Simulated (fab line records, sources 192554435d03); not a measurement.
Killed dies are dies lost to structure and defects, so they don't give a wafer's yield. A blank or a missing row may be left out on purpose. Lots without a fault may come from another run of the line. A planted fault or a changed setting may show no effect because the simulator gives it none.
Which tool did it? | flow n5_finfet | 10 lots, 27 wafers sampled, at 6 steps of a route of 1938

WHAT THE GAUGES READ, wafer by wafer
N5_GATE_CUT_THK_MEAS_24. Usual: GC_FILL_THK 219.8 nm, standard deviation 2.
lot  | measured     | on            | GC_FILL_THK (nm)  | flag
L815 | day 5 04:56  | film_metro-01 | 220.6 219.3       |
L816 | day 5 08:02  | film_metro-02 | 215.4 220.8 219.1 |
L818 | day 5 20:26  | film_metro-01 | 218.8 218.5 221.4 |
L820 | day 6 09:34  | film_metro-01 | 219.1 219.0 220.3 |
L821 | day 6 18:08  | film_metro-02 | 216.7 218.2 220.3 |
L822 | day 6 20:31  | film_metro-02 | 219.6 222.1       |
L824 | day 7 05:50  | film_metro-01 | 218.2 214.2 216.8 |
L832 | day 9 11:26  | film_metro-01 | 217.9 225.0 220.5 |
L834 | day 9 19:04  | film_metro-02 | 220.0 217.5 222.2 |
L836 | day 10 10:03 | film_metro-02 | 220.4 223.3       |

N5_MOL_CONTACT_COAG_OVL_MEAS_09. Usual: CA_OVL -0.2 nm, standard deviation 0.64.
lot  | measured     | on         | CA_OVL (nm)    | flag
L815 | day 5 06:01  | overlay-02 | 0.9 0.1        |
L816 | day 5 09:07  | overlay-02 | -1.2 -0.5 -1.2 |
L818 | day 5 21:31  | overlay-01 | -0.6 0.0 -0.1  |
L820 | day 6 10:46  | overlay-02 | 0.3 -0.8 -0.4  |
L821 | day 6 19:13  | overlay-02 | -0.2 -0.1 0.6  |
L822 | day 6 21:44  | overlay-01 | 0.3 0.1        |
L824 | day 7 06:55  | overlay-02 | -0.8 -0.4 -0.4 |
L832 | day 9 12:38  | overlay-02 | 11.3 10.8 11.4 | OFF
L834 | day 9 20:15  | overlay-02 | 11.9 11.5 11.9 | OFF
L836 | day 10 11:07 | overlay-01 | -0.5 -0.1      |

N5_BEOL_M4_RC_MEAS_101. Usual: DIBL_N 36.1 mV/V, standard deviation 2; DIBL_P 36.3 mV/V, standard deviation 2.5; IOFF_N 0.16 nA/um, standard deviation 0.037; IOFF_P 0.21 nA/um, standard deviation 0.039; ION_N 678 uA/um, standard deviation 15; ION_P 465 uA/um, standard deviation 8.7; SS_N 71.4 mV/dec, standard deviation 0.7; SS_P 73.3 mV/dec, standard deviation 0.74; VT_N 249 mV, standard deviation 3.6; VT_P -250.0 mV, standard deviation 2.9.
lot  | measured     | on        | DIBL_N (mV/V)  | DIBL_P (mV/V)  | IOFF_N (nA/um) | IOFF_P (nA/um) | ION_N (uA/um) | ION_P (uA/um) | SS_N (mV/dec)  | SS_P (mV/dec)  | VT_N (mV)   | VT_P (mV)            | flag
L815 | day 8 23:31  | prober-01 | 35.7 37.6      | 35.4 37.8      | 0.14 0.18      | 0.17 0.22      | 675 674       | 457 460       | 70.6 72.1      | 73.0 74.7      | 254 249     | -255.2 -249.7        |
L816 | day 8 13:13  | prober-02 | 33.3 36.9 33.6 | 30.4 35.9 30.2 | 0.09 0.14 0.09 | 0.15 0.21 0.14 | 643 684 642   | 452 470 443   | 70.6 71.0 70.6 | 72.3 72.7 71.8 | 257 250 258 | -252.8 -250.1 -255.9 |
L818 | day 9 06:07  | prober-02 | 36.2 34.6 37.3 | 37.4 35.8 39.0 | 0.16 0.13 0.19 | 0.21 0.18 0.23 | 679 671 688   | 463 466 467   | 71.7 71.1 72.2 | 73.2 72.5 74.0 | 249 256 250 | -253.5 -253.8 -251.7 |
L820 | day 9 07:47  | prober-02 | 32.3 34.5 37.8 | 30.4 33.9 38.5 | 0.09 0.12 0.17 | 0.14 0.18 0.25 | 653 666 672   | 459 465 467   | 70.1 71.4 71.9 | 71.2 73.0 73.8 | 257 251 248 | -253.7 -250.1 -247.8 |
L821 | day 10 17:14 | prober-02 | 38.9 35.9 36.7 | 40.1 37.6 38.4 | 0.20 0.15 0.16 | 0.21 0.18 0.19 | 675 673 670   | 456 453 452   | 72.3 71.5 72.0 | 73.5 72.7 72.8 | 250 252 252 | -253.0 -254.6 -253.3 |
L822 | day 10 18:18 | prober-01 | 33.9 37.4      | 33.0 38.3      | 0.12 0.17      | 0.17 0.26      | 663 678       | 464 469       | 71.1 71.9      | 72.9 74.4      | 255 249     | -251.0 -245.3        |
L824 | day 11 15:52 | prober-01 | 34.2 35.7 39.3 | 32.9 34.2 38.5 | 0.12 0.14 0.20 | 0.19 0.20 0.28 | 666 675 667   | 463 466 456   | 70.9 71.2 73.3 | 72.2 73.9 73.9 | 253 252 247 | -250.1 -249.2 -248.1 |
L832 | day 13 20:16 | prober-02 | 34.5 38.5 34.3 | 35.3 40.9 35.2 | 0.15 0.22 0.13 | 0.20 0.27 0.19 | 690 704 660   | 476 481 453   | 71.0 71.8 70.8 | 72.5 73.7 72.5 | 249 245 252 | -250.5 -248.8 -249.1 |
L834 | day 13 18:04 | prober-02 | 36.8 38.5 35.2 | 38.6 39.9 34.9 | 0.19 0.21 0.15 | 0.22 0.22 0.16 | 713 685 671   | 477 455 451   | 71.3 72.0 70.6 | 74.0 74.3 72.9 | 245 248 252 | -247.3 -252.6 -256.1 |
L836 | day 14 01:16 | prober-02 | 34.2 36.9      | 34.1 37.5      | 0.13 0.16      | 0.18 0.23      | 676 672       | 466 468       | 70.1 71.6      | 73.3 74.1      | 251 251     | -251.3 -249.1        |

WHICH TOOL RAN EACH LOT (tool, then ch and the chambers of the sampled wafers, then the start)
lot  | N5_GATE_CUT_ETCH_47               | N5_GATE_CUT_VAPOR_ETCH_49         | N5_MOL_CONTACT_COAG_EXPOSE_05
L815 | rie_metal-03 ch 1, day 5 02:15    | rie_metal-03 ch 1, day 5 02:19    | euv_scanner-02 ch 0, day 5 05:51
L816 | rie_metal-01 ch 0,1, day 5 05:58  | rie_metal-01 ch 0,1, day 5 06:01  | euv_scanner-02 ch 0, day 5 08:58
L818 | rie_metal-01 ch 0, day 5 18:15    | rie_metal-01 ch 0, day 5 18:22    | euv_scanner-02 ch 0, day 5 21:21
L820 | rie_metal-01 ch 0, day 6 07:23    | rie_metal-01 ch 0, day 6 07:30    | euv_scanner-01 ch 0, day 6 10:37
L821 | rie_metal-01 ch 0,1, day 6 15:46  | rie_metal-01 ch 0,1, day 6 15:50  | euv_scanner-01 ch 0, day 6 19:04
L822 | rie_metal-01 ch 0,1, day 6 18:28  | rie_metal-01 ch 0,1, day 6 18:31  | euv_scanner-01 ch 0, day 6 21:35
L824 | rie_metal-01 ch 0,1, day 7 03:44  | rie_metal-01 ch 0,1, day 7 03:47  | euv_scanner-02 ch 0, day 7 06:45
L832 | rie_metal-03 ch 1, day 9 09:14    | rie_metal-03 ch 1, day 9 09:21    | euv_scanner-01 ch 0, day 9 12:28
L834 | rie_metal-02 ch 0,1, day 9 16:59  | rie_metal-02 ch 0,1, day 9 17:02  | euv_scanner-01 ch 0, day 9 20:05
L836 | rie_metal-01 ch 0,1, day 10 07:58 | rie_metal-01 ch 0,1, day 10 08:02 | euv_scanner-02 ch 0, day 10 10:58
- N5_GATE_CUT_ETCH_47: etches SiO2 in Cl2/BCl3, target depth 10 nm.
- N5_GATE_CUT_VAPOR_ETCH_49: etches TiAlC in BCl3/Cl2.
- N5_MOL_CONTACT_COAG_EXPOSE_05: exposes mask CA, defocus 0 nm.

WHAT THE TOOLS THEMSELVES READ (means of the sampled wafers that have a number; where no wafer has one, the mark that the record gives instead)
N5_GATE_CUT_ETCH_47. Usual: bcl3_flow_sccm 21.75 sccm, standard deviation 0.064; drypump_motor_current_A 5.59 A, standard deviation 0.25; oes_product_au 0.78 a.u., standard deviation 0.14; rf_fwd_power_W 978 W, standard deviation 5.5; throttle_valve_pct 23.13 %, standard deviation 0.17.
lot  | tool         | bcl3_flow_sccm (sccm) | drypump_motor_current_A (A) | oes_product_au (a.u.) | rf_fwd_power_W (W) | throttle_valve_pct (%) | flag
L815 | rie_metal-03 | 21.59                 | 5.48                        | 0.76                  | 982                | 22.93                  |
L816 | rie_metal-01 | 21.75                 | 5.55                        | 0.79                  | 976                | 23.23                  |
L818 | rie_metal-01 | 21.77                 | 5.40                        | 0.90                  | 978                | 23.12                  |
L820 | rie_metal-01 | 21.78                 | 5.39                        | 0.89                  | 972                | 23.11                  |
L821 | rie_metal-01 | 21.80                 | 5.55                        | 0.92                  | 981                | 23.22                  |
L822 | rie_metal-01 | 21.77                 | 5.62                        | 0.93                  | 979                | 23.28                  |
L824 | rie_metal-01 | 21.78                 | 5.53                        | 0.91                  | 977                | 23.22                  |
L832 | rie_metal-03 | 21.77                 | 5.48                        | 0.74                  | 979                | 22.95                  |
L834 | rie_metal-02 | 21.76                 | 5.63                        | 0.82                  | 976                | 22.99                  |
L836 | rie_metal-01 | 21.78                 | 5.64                        | 0.89                  | 983                | 23.27                  |

N5_GATE_CUT_VAPOR_ETCH_49. Usual: drypump_motor_current_A 5.59 A, standard deviation 0.25; oes_product_au 0.78 a.u., standard deviation 0.15.
lot  | tool         | drypump_motor_current_A (A) | oes_product_au (a.u.) | flag
L815 | rie_metal-03 | 5.48                        | 0.76                  |
L816 | rie_metal-01 | 5.57                        | 0.80                  |
L818 | rie_metal-01 | 5.39                        | 0.89                  |
L820 | rie_metal-01 | 5.39                        | 0.89                  |
L821 | rie_metal-01 | 5.54                        | 0.92                  |
L822 | rie_metal-01 | 5.63                        | 0.95                  |
L824 | rie_metal-01 | 5.53                        | 0.91                  |
L832 | rie_metal-03 | 5.46                        | 0.74                  |
L834 | rie_metal-02 | 5.63                        | 0.82                  |
L836 | rie_metal-01 | 5.63                        | 0.89                  |

THE ANSWER, worked out from the rows above alone
Rule: a lot is off if the mean of its wafers that have a number lies more than 3 standard deviations from the usual mean. A lot without any number at a reading at which 4 lots or more have one is off too. The other lots that the step has rows for count as sound. The gauges are gone through in route order, then the tools' own readings, and for those a lot's mean is taken as printed above. The first step at which some lot is off is used, and at that step the reading that is off furthest; a lot without a number counts as furthest.
Off: L832, L834, at N5_MOL_CONTACT_COAG_OVL_MEAS_09 (CA_OVL).
A tool fits if, at a process step before that reading, it ran every lot that is off, and no sound lot after the first of them. The gauges at N5_MOL_CONTACT_COAG_OVL_MEAS_09 are tried like those tools. Can't be told from this: 2 tools fit, euv_scanner-01 at N5_MOL_CONTACT_COAG_EXPOSE_05, overlay-02 at N5_MOL_CONTACT_COAG_OVL_MEAS_09.

WHAT THE SIMULATOR HAD PUT IN
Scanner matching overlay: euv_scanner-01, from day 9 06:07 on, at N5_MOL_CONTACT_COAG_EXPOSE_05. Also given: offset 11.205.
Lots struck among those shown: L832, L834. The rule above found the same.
